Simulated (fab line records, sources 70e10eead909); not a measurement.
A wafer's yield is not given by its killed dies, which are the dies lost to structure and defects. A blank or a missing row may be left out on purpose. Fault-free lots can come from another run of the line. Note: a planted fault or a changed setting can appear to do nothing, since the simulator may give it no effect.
fab line records	flow nandHarc
record lots=24	wafers=72	lastDay=34
route steps=1302 shown A_CONTACT@1006
lots that met no fault: taken from a fault-free run of the same line
startH: hours from the record's opening day to when the first of the lot's shown wafers began	waitH: hours since the lot's step before	" identical to the entry in the row above	L1.1+2: a row that stands for several wafers	- no value present, or no start provided	* or withheld: withheld	< > ~ a bound
route shown NAME@n: names a module that has steps shown in the file, with the first one's number in the route	usual: mean/standard deviation of fault-free wafers	same: alike in all rows	chamber/n: place in a boat	sites: the reading at each site	_std_site: standard deviation across them	_edge_site: the outer-site mean with the inner-site mean subtracted	radiusMm: how far each site lies from the wafer's centre	mask NAME#n: copy n	behind: tool/chamber where the wafer was last shaped	hold: reason for holding the lot/hours on hold/outcome of the hold	device: the transistor (n, p or np) that didn't switch	end of line: the tests these same wafers got at the end of their route	a step with no rows: only its recipe	killed: at the first sort, the dies lost to defects and structure; wafer yield is something else	map: a wafer's dies, x killed, . not, _ none there
set.NAME: the setting that was run; set.NAME@STEP: the one run at that earlier step	model.NAME: the simulator's own value behind a step, which no gauge read
route steps across a sampled set of lots; one table per step, one row per wafer
services: a tool's chamber out of use, with start hour (startH, from the record's first day; less than 0 if before it), hours out, and reason
## steps
# step NHARC_A_CONTACT_ETCH_112
# recipe sourceW=withheld	pressureMtorr=20	biasV=3000	timeS=190	targetDepthA=18500	arFlowSccm=withheld	c4f8FlowSccm=withheld	o2FlowSccm=withheld	chemistry=C4F8/O2/Ar
lot.wafer	tool	chamber	startH	waitH	rfHoursCounterH
L075.2	harCapEtch-03	0	493.36	0.2	41
L075.1	"	1	"	"	41
L075.6	"	1	"	"	-
L074.2	harCapEtch-02	0	498.86	0.2	88
L074.1	"	1	"	"	88
L074.6	"	0	"	"	-
L076.4	harCapEtch-02	1	509.54	0.2	-
L076.3	"	0	"	"	-
L076.5	"	0	"	"	-
L077.2	harCapEtch-03	0	520.32	0.2	49
L077.1	"	1	"	"	49
L077.4	"	1	"	"	-
L078.2	harCapEtch-01	1	524.58	0.2	1
L078.5	"	1	"	"	-
L078.6	"	0	"	"	-
L079.2	harCapEtch-02	1	535.56	0.2	99
L079.4	"	0	"	"	-
L079.3	"	1	"	"	-
L080.2	harCapEtch-01	0	543.81	0.2	6
L080.4	"	1	"	"	-
L080.6	"	1	"	"	-
L081.1	harCapEtch-02	0	549.60	0.2	102
L081.5	"	1	"	"	-
L081.6	"	0	"	"	-
L082.1	harCapEtch-02	0	578.48	0.2	106
L082.4	"	1	"	"	-
L082.5	"	1	"	"	-
L083.1	harCapEtch-01	0	584.58	0.2	11
L083.3	"	0	"	"	-
L083.5	"	0	"	"	-
L084.2	harCapEtch-02	0	592.88	0.2	108
L084.5	"	1	"	"	-
L084.6	"	0	"	"	-
L086.2	harCapEtch-02	1	600.10	0.2	111
L086.4	"	1	"	"	-
L086.5	"	0	"	"	-
L085.2	harCapEtch-03	0	600.28	0.2	61
L085.3	"	0	"	"	-
L085.5	"	1	"	"	-
L088.1	harCapEtch-01	1	630.91	0.2	19
L088.4	"	0	"	"	-
L088.3	"	1	"	"	-
L087.1	harCapEtch-02	0	631.04	0.2	117
L087.2	"	1	"	"	117
L087.5	"	0	"	"	-
L089.1	harCapEtch-02	1	665.33	0.2	121
L089.6	"	1	"	"	-
L089.5	"	0	"	"	-
L090.1	harCapEtch-01	0	665.59	0.2	22
L090.3	"	0	"	"	-
L090.5	"	0	"	"	-
L091.4	harCapEtch-01	1	679.99	0.2	-
L091.6	"	1	"	"	-
L091.5	"	0	"	"	-
L094.2	harCapEtch-03	1	684.51	0.2	72
L094.3	"	1	"	"	-
L094.5	"	1	"	"	-
L092.1	harCapEtch-02	1	685.73	0.2	125
L092.3	"	0	"	"	-
L092.5	"	0	"	"	-
L093.2	harCapEtch-02	1	691.85	0.2	128
L093.5	"	0	"	"	-
L093.6	"	1	"	"	-
L096.1	harCapEtch-02	1	708.77	0.2	133
L096.4	"	1	"	"	-
L096.6	"	1	"	"	-
L097.2	harCapEtch-03	1	709.24	0.2	79
L097.3	"	0	"	"	-
L097.4	"	1	"	"	-
L095.1	harCapEtch-02	1	713.34	0.2	136
L095.4	"	1	"	"	-
L095.6	"	0	"	"	-
# step NHARC_A_CONTACT_ETCH_115
# recipe sourceW=withheld	pressureMtorr=20	biasV=3000	timeS=190	targetDepthA=18500	arFlowSccm=withheld	c4f8FlowSccm=withheld	o2FlowSccm=withheld	chemistry=C4F8/O2/Ar
lot.wafer	tool	chamber	startH	waitH	rfHoursCounterH
L075.2	harCapEtch-03	0	493.88	0.1	42
L075.1	"	1	"	"	42
L075.6	"	1	"	"	-
L074.2	harCapEtch-02	0	499.37	0.1	88
L074.1	"	1	"	"	88
L074.6	"	0	"	"	-
L076.4	harCapEtch-02	1	510.05	0.1	-
L076.3	"	0	"	"	-
L076.5	"	0	"	"	-
L077.2	harCapEtch-03	0	520.83	0.1	49
L077.1	"	1	"	"	49
L077.4	"	1	"	"	-
L078.2	harCapEtch-01	1	525.09	0.1	2
L078.5	"	1	"	"	-
L078.6	"	0	"	"	-
L079.2	harCapEtch-02	1	536.07	0.1	99
L079.4	"	0	"	"	-
L079.3	"	1	"	"	-
L080.2	harCapEtch-01	0	544.33	0.1	6
L080.4	"	1	"	"	-
L080.6	"	1	"	"	-
L081.1	harCapEtch-02	0	550.12	0.1	103
L081.5	"	1	"	"	-
L081.6	"	0	"	"	-
L082.1	harCapEtch-02	0	578.99	0.1	107
L082.4	"	1	"	"	-
L082.5	"	1	"	"	-
L083.1	harCapEtch-01	0	585.10	0.1	11
L083.3	"	0	"	"	-
L083.5	"	0	"	"	-
L084.2	harCapEtch-02	0	593.39	0.1	109
L084.5	"	1	"	"	-
L084.6	"	0	"	"	-
L086.2	harCapEtch-02	1	600.61	0.1	111
L086.4	"	1	"	"	-
L086.5	"	0	"	"	-
L085.2	harCapEtch-03	0	600.80	0.1	62
L085.3	"	0	"	"	-
L085.5	"	1	"	"	-
L087.1	harCapEtch-02	0	631.55	0.1	118
L087.2	"	1	"	"	118
L087.5	"	0	"	"	-
L088.1	harCapEtch-01	1	631.59	0.2	19
L088.4	"	0	"	"	-
L088.3	"	1	"	"	-
L089.1	harCapEtch-02	1	665.84	0.1	122
L089.6	"	1	"	"	-
L089.5	"	0	"	"	-
L090.1	harCapEtch-01	0	666.27	0.2	23
L090.3	"	0	"	"	-
L090.5	"	0	"	"	-
L091.4	harCapEtch-01	1	680.51	0.1	-
L091.6	"	1	"	"	-
L091.5	"	0	"	"	-
L094.2	harCapEtch-03	1	685.20	0.2	72
L094.3	"	1	"	"	-
L094.5	"	1	"	"	-
L092.1	harCapEtch-02	1	686.24	0.1	126
L092.3	"	0	"	"	-
L092.5	"	0	"	"	-
L093.2	harCapEtch-02	1	692.36	0.1	128
L093.5	"	0	"	"	-
L093.6	"	1	"	"	-
L096.1	harCapEtch-02	1	709.28	0.1	134
L096.4	"	1	"	"	-
L096.6	"	1	"	"	-
L097.2	harCapEtch-03	1	709.75	0.1	79
L097.3	"	0	"	"	-
L097.4	"	1	"	"	-
L095.1	harCapEtch-02	1	713.86	0.1	136
L095.4	"	1	"	"	-
L095.6	"	0	"	"	-
# step NHARC_A_CONTACT_DEP_57
# recipe targetThkA=53000	tempC=400	material=aC
# usual throttleValvePct=35.000/0.0091
lot.wafer	tool	chamber	startH	waitH	throttleValvePct
L075.1	aclDep-01	0	499.34	-	35.007
L075.2	"	0	"	"	34.997
L075.6	"	0	502.05	-	34.997
L074.1	aclDep-03	0	502.91	-	35.008
L074.2	"	0	"	"	34.990
L074.6	"	0	505.60	-	35.005
L076.3	aclDep-02	0	515.48	-	35.004
L076.4	"	0	"	"	35.000
L076.5	"	0	"	"	34.981
L077.1	aclDep-02	0	524.97	-	34.995
L077.2	"	0	"	"	34.986
L077.4	"	0	526.59	-	35.011
L078.2	aclDep-01	0	529.45	-	34.994
L078.5	"	0	531.05	-	34.998
L078.6	"	0	"	"	35.004
L079.2	aclDep-01	0	542.69	-	35.000
L079.3	"	0	"	"	34.990
L079.4	"	0	"	"	34.992
L080.2	aclDep-03	0	549.04	-	35.004
L080.4	"	0	550.12	-	35.003
L080.6	"	0	551.20	-	35.025
L081.1	aclDep-03	0	554.10	-	35.001
L081.5	"	0	556.26	-	34.988
L081.6	"	0	"	"	34.991
L082.1	aclDep-02	0	582.49	-	35.005
L082.4	"	0	584.08	-	35.002
L082.5	"	0	"	"	34.992
L083.1	aclDep-02	0	589.91	-	34.995
L083.3	"	0	590.99	-	34.999
L083.5	"	0	592.07	-	35.002
L084.2	aclDep-01	0	598.37	-	35.001
L084.5	"	0	599.96	-	35.015
L084.6	"	0	"	"	35.000
L086.2	aclDep-02	0	605.32	-	34.997
L086.4	"	0	606.37	-	34.995
L086.5	"	0	"	"	35.000
L085.2	aclDep-03	0	605.63	-	34.990
L085.3	"	0	"	"	35.012
L085.5	"	0	607.25	-	34.980
L087.1	aclDep-01	0	635.17	-	34.998
L087.2	"	0	"	"	35.000
L087.5	"	0	637.30	-	35.006
L088.1	aclDep-03	0	635.98	-	35.002
L088.3	"	0	637.07	-	35.010
L088.4	"	0	"	"	34.994
L089.1	aclDep-01	0	670.26	-	34.993
L089.5	"	0	672.39	-	35.000
L089.6	"	0	"	"	35.020
L090.1	aclDep-01	0	673.45	-	34.974
L090.3	"	0	674.51	-	34.994
L090.5	"	0	675.57	-	35.004
L091.4	aclDep-03	0	688.42	-	35.017
L091.5	"	0	"	"	34.990
L091.6	"	0	"	"	34.996
L092.1	aclDep-01	0	690.84	-	35.009
L092.3	"	0	691.92	-	35.016
L092.5	"	0	693.00	-	35.019
L094.2	aclDep-02	0	691.25	-	35.002
L094.3	"	0	"	"	35.004
L094.5	"	0	692.87	-	34.990
L093.2	aclDep-02	0	696.91	-	35.018
L093.5	"	0	698.53	-	35.004
L093.6	"	0	"	"	34.998
L096.1	aclDep-02	0	712.79	-	35.001
L096.4	"	0	714.41	-	35.009
L096.6	"	0	715.49	-	35.003
L097.2	aclDep-03	0	715.68	-	35.003
L097.3	"	0	"	"	34.983
L097.4	"	0	"	"	34.992
L095.1	aclDep-03	0	722.06	-	34.998
L095.4	"	0	723.64	-	35.005
L095.6	"	0	724.69	-	35.008
# step NHARC_A_CONTACT_DEP_58
# recipe targetThkA=900	targetThkNm=90	tempC=400	pressureTorr=3.5	flowSccm=200	rfW=350	material=SiON
# usual heaterPowerW=717/96	rfFwdPowerW=348.4/1.2
lot.wafer	tool	chamber	startH	waitH	heaterPowerW	rfFwdPowerW
L075.2	pecvd-02	2	502.61	2.2	690	348.2
L075.1	"	1	"	"	708	348.4
L075.6	"	1	"	"	690	348.4
L074.2	pecvd-03	1	506.19	2.2	584	347.9
L074.1	"	2	"	"	593	348.1
L074.6	"	1	"	"	611	348.4
L076.3	pecvd-03	2	517.69	1.7	587	348.4
L076.5	"	2	"	"	616	348.6
L076.4	"	0	"	"	813	346.7
L077.1	pecvd-04	0	528.22	2.7	794	347.8
L077.2	"	2	"	"	646	351.1
L077.4	"	2	"	"	664	349.7
L078.2	pecvd-02	1	532.14	2.2	745	348.2
L078.5	"	1	"	"	771	346.2
L078.6	"	2	"	"	805	351.3
L079.2	pecvd-04	0	545.46	2.2	844	347.4
L079.3	"	1	"	"	795	346.7
L079.4	"	1	"	"	806	346.3
L080.2	pecvd-02	2	551.79	2.2	729	348.5
L080.6	"	1	"	"	730	345.5
L080.4	"	2	"	"	745	346.6
L081.1	pecvd-04	2	557.42	2.8	680	348.8
L081.6	"	0	"	"	821	347.3
L081.5	"	1	"	"	805	348.2
L082.1	pecvd-03	0	585.69	2.7	719	347.8
L082.4	"	0	"	"	722	347.3
L082.5	"	2	"	"	542	349.7
L083.3	pecvd-03	0	593.17	1.6	791	350.3
L083.1	"	2	"	"	541	347.7
L083.5	"	2	"	"	545	348.1
L084.2	pecvd-03	1	601.04	2.1	704	349.7
L084.5	"	1	"	"	588	349.2
L084.6	"	0	"	"	655	349.0
L086.2	pecvd-02	2	607.99	2.1	706	348.9
L086.5	"	1	"	"	833	347.8
L086.4	"	2	"	"	715	350.5
L085.2	pecvd-04	0	608.35	2.2	797	347.8
L085.3	"	2	"	"	651	347.6
L085.5	"	1	"	"	687	347.6
L087.1	pecvd-03	0	638.41	2.7	766	350.0
L087.2	"	1	"	"	673	350.3
L087.5	"	0	"	"	754	348.4
L088.1	pecvd-03	1	639.29	2.8	644	348.9
L088.3	"	2	"	"	538	347.7
L088.4	"	2	"	"	544	348.2
L089.1	pecvd-04	2	673.50	2.7	729	347.9
L089.6	"	2	"	"	738	348.4
L089.5	"	0	"	"	680	349.4
L090.1	pecvd-02	1	676.65	2.7	805	346.2
L090.3	"	1	"	"	802	347.3
L090.5	"	1	"	"	817	348.3
L091.4	pecvd-03	2	690.12	1.2	569	347.2
L091.6	"	0	"	"	802	348.9
L091.5	"	1	"	"	678	349.8
L094.2	pecvd-02	2	693.99	2.2	819	348.4
L094.3	"	0	"	"	900	349.4
L094.5	"	2	"	"	810	346.7
L092.1	pecvd-03	2	694.13	2.7	561	349.2
L092.3	"	0	"	"	776	348.0
L092.5	"	0	"	"	781	348.3
L093.2	pecvd-04	2	699.63	2.2	720	350.4
L093.5	"	2	"	"	721	349.4
L093.6	"	1	"	"	659	348.0
L096.1	pecvd-04	2	716.11	2.8	781	346.8
L096.6	"	1	"	"	707	349.9
L096.4	"	2	"	"	753	348.2
L097.3	pecvd-04	2	718.35	1.6	759	349.2
L097.2	"	1	"	"	673	347.5
L097.4	"	2	"	"	750	348.9
L095.1	pecvd-03	1	725.27	2.7	673	348.7
L095.6	"	1	"	"	661	347.8
L095.4	"	2	"	"	594	348.2
# step NHARC_A_CONTACT_ETCH_127
# recipe sourceW=withheld	pressureMtorr=20	biasV=3000	timeS=197	targetDepthA=19180	arFlowSccm=withheld	c4f8FlowSccm=withheld	o2FlowSccm=withheld	chemistry=C4F8/O2/Ar
lot.wafer	tool	chamber	startH	waitH	rfHoursCounterH
L075.2	harCapEtch-02	0	505.62	0.1	90
L075.1	"	1	"	"	90
L075.6	"	0	"	"	-
L074.1	harCapEtch-03	1	509.18	0.1	46
L074.2	"	0	"	"	46
L074.6	"	0	"	"	-
L076.4	harCapEtch-02	0	520.73	0.1	-
L076.3	"	1	"	"	-
L076.5	"	1	"	"	-
L077.1	harCapEtch-03	1	531.35	0.1	51
L077.2	"	0	"	"	51
L077.4	"	0	"	"	-
L078.2	harCapEtch-01	1	535.25	0.1	4
L078.5	"	0	"	"	-
L078.6	"	1	"	"	-
L079.2	harCapEtch-03	1	548.46	0.1	54
L079.4	"	1	"	"	-
L079.3	"	0	"	"	-
L080.2	harCapEtch-01	1	554.92	0.1	8
L080.4	"	1	"	"	-
L080.6	"	1	"	"	-
L081.1	harCapEtch-02	1	560.36	0.1	105
L081.5	"	1	"	"	-
L081.6	"	0	"	"	-
L082.1	harCapEtch-03	0	588.93	0.2	59
L082.4	"	1	"	"	-
L082.5	"	1	"	"	-
L083.1	harCapEtch-01	1	596.19	0.1	14
L083.3	"	0	"	"	-
L083.5	"	0	"	"	-
L084.2	harCapEtch-01	0	604.08	0.1	15
L084.6	"	1	"	"	-
L084.5	"	0	"	"	-
L086.2	harCapEtch-03	0	610.96	0.1	64
L086.4	"	1	"	"	-
L086.5	"	0	"	"	-
L085.2	harCapEtch-01	0	611.34	0.1	17
L085.3	"	0	"	"	-
L085.5	"	1	"	"	-
L087.1	harCapEtch-03	0	641.40	0.1	67
L087.2	"	1	"	"	67
L087.5	"	0	"	"	-
L088.1	harCapEtch-02	0	643.42	0.1	120
L088.3	"	1	"	"	-
L088.4	"	0	"	"	-
L089.1	harCapEtch-03	0	676.85	0.2	70
L089.6	"	0	"	"	-
L089.5	"	1	"	"	-
L090.1	harCapEtch-02	1	679.66	0.1	124
L090.3	"	1	"	"	-
L090.5	"	1	"	"	-
L091.4	harCapEtch-01	0	692.97	0.1	-
L091.6	"	0	"	"	-
L091.5	"	1	"	"	-
L094.2	harCapEtch-03	0	697.19	0.2	76
L094.3	"	0	"	"	-
L094.5	"	0	"	"	-
L092.1	harCapEtch-02	0	697.31	0.1	130
L092.3	"	1	"	"	-
L092.5	"	1	"	"	-
L093.2	harCapEtch-02	1	702.68	0.1	132
L093.5	"	0	"	"	-
L093.6	"	1	"	"	-
L096.1	harCapEtch-01	1	718.96	0.1	34
L096.4	"	1	"	"	-
L096.6	"	0	"	"	-
L097.2	harCapEtch-03	1	721.37	0.1	81
L097.3	"	1	"	"	-
L097.4	"	0	"	"	-
L095.1	harCapEtch-01	1	728.51	0.1	36
L095.4	"	0	"	"	-
L095.6	"	0	"	"	-
# step NHARC_A_CONTACT_DEP_84
# recipe targetThkA=28000	tempC=400	material=aC
# usual throttleValvePct=35.000/0.0087
lot.wafer	tool	chamber	startH	waitH	throttleValvePct
L075.1	aclDep-01	0	508.78	-	35.015
L075.2	"	0	"	"	34.989
L075.6	"	0	510.23	-	35.004
L074.1	aclDep-02	0	512.64	-	35.006
L074.2	"	0	"	"	35.005
L074.6	"	0	514.11	-	34.977
L076.3	aclDep-01	0	525.18	-	34.990
L076.4	"	0	"	"	34.994
L076.5	"	0	"	"	35.006
L077.1	aclDep-02	0	538.04	-	34.998
L077.2	"	0	"	"	34.994
L077.4	"	0	"	"	35.004
L078.2	aclDep-01	0	540.71	-	34.991
L078.5	"	0	"	"	35.004
L078.6	"	0	"	"	34.992
L079.2	aclDep-03	0	552.02	-	34.991
L079.3	"	0	"	"	34.989
L079.4	"	0	"	"	35.005
L080.2	aclDep-03	0	563.23	-	35.010
L080.4	"	0	"	"	34.990
L080.6	"	0	"	"	34.998
L081.1	aclDep-01	0	566.36	-	35.011
L081.5	"	0	567.50	-	34.987
L081.6	"	0	"	"	35.001
L082.1	aclDep-01	0	592.39	-	35.005
L082.4	"	0	"	"	34.987
L082.5	"	0	"	"	35.014
L083.1	aclDep-03	0	600.82	-	34.981
L083.3	"	0	"	"	35.005
L083.5	"	0	"	"	34.994
L084.2	aclDep-01	0	607.36	-	35.007
L084.5	"	0	"	"	34.994
L084.6	"	0	"	"	35.001
L086.2	aclDep-03	0	614.48	-	35.005
L086.4	"	0	"	"	34.999
L086.5	"	0	"	"	35.011
L085.2	aclDep-01	0	614.87	-	35.001
L085.3	"	0	"	"	35.008
L085.5	"	0	"	"	34.998
L087.1	aclDep-03	0	644.84	-	34.993
L087.2	"	0	"	"	35.004
L087.5	"	0	"	"	35.007
L088.1	aclDep-03	0	646.58	-	34.996
L088.3	"	0	"	"	34.995
L088.4	"	0	"	"	34.990
L089.1	aclDep-03	0	683.32	-	34.999
L089.5	"	0	684.46	-	35.011
L089.6	"	0	"	"	34.979
L090.1	aclDep-01	0	684.72	-	34.987
L090.3	"	0	"	"	34.999
L090.5	"	0	"	"	35.006
L091.4	aclDep-01	0	697.40	-	35.009
L091.5	"	0	"	"	35.011
L091.6	"	0	"	"	35.002
L092.1	aclDep-02	0	700.35	-	34.989
L092.3	"	0	"	"	35.010
L092.5	"	0	"	"	35.001
L094.2	aclDep-03	0	702.64	-	34.991
L094.3	"	0	"	"	34.994
L094.5	"	0	"	"	34.992
L093.2	aclDep-01	0	706.09	-	34.996
L093.5	"	0	"	"	34.997
L093.6	"	0	"	"	34.989
L096.1	aclDep-01	0	722.59	-	35.000
L096.4	"	0	"	"	35.009
L096.6	"	0	"	"	34.997
L097.2	aclDep-03	0	725.50	-	35.009
L097.3	"	0	"	"	35.010
L097.4	"	0	"	"	34.993
L095.1	aclDep-01	0	731.53	-	34.995
L095.4	"	0	"	"	35.009
L095.6	"	0	"	"	35.005
## services
tool	chamber	startH	hours	kind
aclDep-03	-	482.24	13.0	pm
harCapEtch-01	-	497.00	17.0	pm
harCapEtch-01	0	497.00	17.0	ventCycle
harCapEtch-01	1	497.00	17.0	ventCycle
harCapEtch-01	0	514.00	-	clean
harCapEtch-01	1	514.00	-	clean
pecvd-03	-	547.50	13.0	pm
pecvd-03	0	547.50	13.3	ventCycle
pecvd-03	1	547.50	13.3	ventCycle
pecvd-03	2	547.50	13.3	ventCycle
aclDep-01	-	551.48	13.0	pm
pecvd-02	-	589.26	13.0	pm
pecvd-03	2	596.29	3.0	repair
aclDep-02	-	607.94	13.0	pm
pecvd-04	-	631.45	13.0	pm
harCapEtch-03	-	633.64	0.5	repair
pecvd-03	-	640.59	1.1	repair
aclDep-03	-	664.28	13.0	pm
pecvd-02	2	675.39	4.0	repair
pecvd-03	-	728.50	13.0	pm
pecvd-03	0	728.50	13.0	ventCycle
pecvd-03	1	728.50	13.0	ventCycle
pecvd-03	2	728.50	13.0	ventCycle
harCapEtch-02	-	732.70	2.6	repair
## key
fault none
